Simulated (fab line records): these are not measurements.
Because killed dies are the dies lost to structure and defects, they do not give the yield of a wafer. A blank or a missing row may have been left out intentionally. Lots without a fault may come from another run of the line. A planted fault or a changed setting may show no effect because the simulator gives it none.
Matching of chambers -- flow nand_harc -- rie_diel-08 running NHARC_P_STI_DESCUM_14: 4 sister chambers
The step chemistry O2, time 3 s. 8 wafers are shown with their chamber, then 10 later ones without.

## WAFERS WITH THEIR CHAMBER
wafer,chamber,oes_product_au (a.u.),throttle_valve_pct (%)
L083.1,1,0.997,11.308
L083.2,0,1.009,11.317
L083.5,2,0.995,11.329
L084.1,3,0.996,11.296
L084.2,2,0.996,11.322
L084.3,0,1.009,11.330
L088.1,1,1.001,11.308
L088.4,3,1.003,11.307

## WAFERS WHOSE CHAMBER IS MISSING
wafer,oes_product_au (a.u.),throttle_valve_pct (%)
L088.6,0.993,11.322
L091.3,0.993,11.299
L091.4,0.998,11.301
L091.6,0.992,11.326
L092.2,0.995,11.311
L092.3,0.996,11.313
L092.4,1.007,11.304
L097.2,1.002,11.309
L097.4,0.993,11.319
L097.5,1.003,11.318

## WHICH CHAMBER EACH ONE RAN IN
wafer,from the rows above,in truth
L088.6,can't be placed: 2 or 1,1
L091.3,can't be placed: 3 or 1 or 2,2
L091.4,can't be placed: 3 or 1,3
L091.6,2,2
L092.2,can't be placed: 1 or 3 or 2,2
L092.3,can't be placed: 1 or 2 or 3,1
L092.4,can't be placed: 3 or 1 or 0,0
L097.2,can't be placed: 1 or 3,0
L097.4,can't be placed: 2 or 1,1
L097.5,can't be placed: 1 or 0 or 3 or 2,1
1 of 10 placed correctly. Can't be placed from these rows: 9 (the true chamber is among the candidates in 8). Number placed wrongly: 0.
How it was worked out, from the rows above alone: a wafer's distance from a chamber is the root of the sum, over the readings, of the square of ((its reading less the chamber's mean) divided by the reading's scatter). If the next closest chamber is less than 2 further off than the closest, the wafer can't be placed; otherwise it belongs to the closest. Each chamber's mean is taken over the wafers shown for it. How the scatter is found: for the shown wafers, subtract from each reading the mean of its chamber, square and add these, divide the total by (wafers less chambers), then take the root.
